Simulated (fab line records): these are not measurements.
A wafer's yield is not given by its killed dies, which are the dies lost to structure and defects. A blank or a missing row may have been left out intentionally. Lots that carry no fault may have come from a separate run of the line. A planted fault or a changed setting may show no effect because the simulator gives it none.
Which tool is to blame? || flow nand harc || 6 lots, 18 wafers sampled, at 1 step of a route of 1302

== WHAT THE GAUGES SHOWED, per wafer ==
NHARC_P_M0_OVL_MEAS_10: pitch 180 nm.
{"lot": "L792", "measured": "day 7 10:44", "on": "overlay-01", "overlay x nm (nm)": "0.4 0.7 0.8"}
{"lot": "L798", "measured": "day 9 17:10", "on": "overlay-02", "overlay x nm (nm)": "-0.3 0.1 -0.4"}
{"lot": "L800", "measured": "day 10 08:50", "on": "overlay-01", "overlay x nm (nm)": "0.8 1.4 1.5"}
{"lot": "L806", "measured": "day 12 21:55", "on": "overlay-01", "overlay x nm (nm)": "-0.7 -1.3 -1.3"}
{"lot": "L808", "measured": "day 13 17:01", "on": "overlay-02", "overlay x nm (nm)": "-1.0 -1.0 -1.2"}
{"lot": "L810", "measured": "day 14 11:27", "on": "overlay-02", "overlay x nm (nm)": "-0.3 -0.2 -0.1"}

== EACH LOT AND THE TOOL THAT RAN IT (in order: tool; ch and the chambers of the sampled wafers; start) ==
There is no process step in the record ahead of these readings.

== THE ANSWER, worked out from the rows above alone ==
Rule: usual is defined by the lots themselves. Put in order of their means at a reading, lots are off if they are a third of the lots or fewer, leave a main group of 4 or more, and stand apart from it by a gap of 3 or more times the standard deviation of the main group's means; of several such gaps the widest counts. The tables above print the reading to a certain number of digits; a main group whose means all agree to those digits is not used. Also off: a lot with no number at a reading for which 4 or more lots have one. The other lots that the step has rows for count as sound.
Nothing can be told from this: no lot is off at any reading shown.

== WHAT WAS PUT IN BY THE SIMULATOR ==
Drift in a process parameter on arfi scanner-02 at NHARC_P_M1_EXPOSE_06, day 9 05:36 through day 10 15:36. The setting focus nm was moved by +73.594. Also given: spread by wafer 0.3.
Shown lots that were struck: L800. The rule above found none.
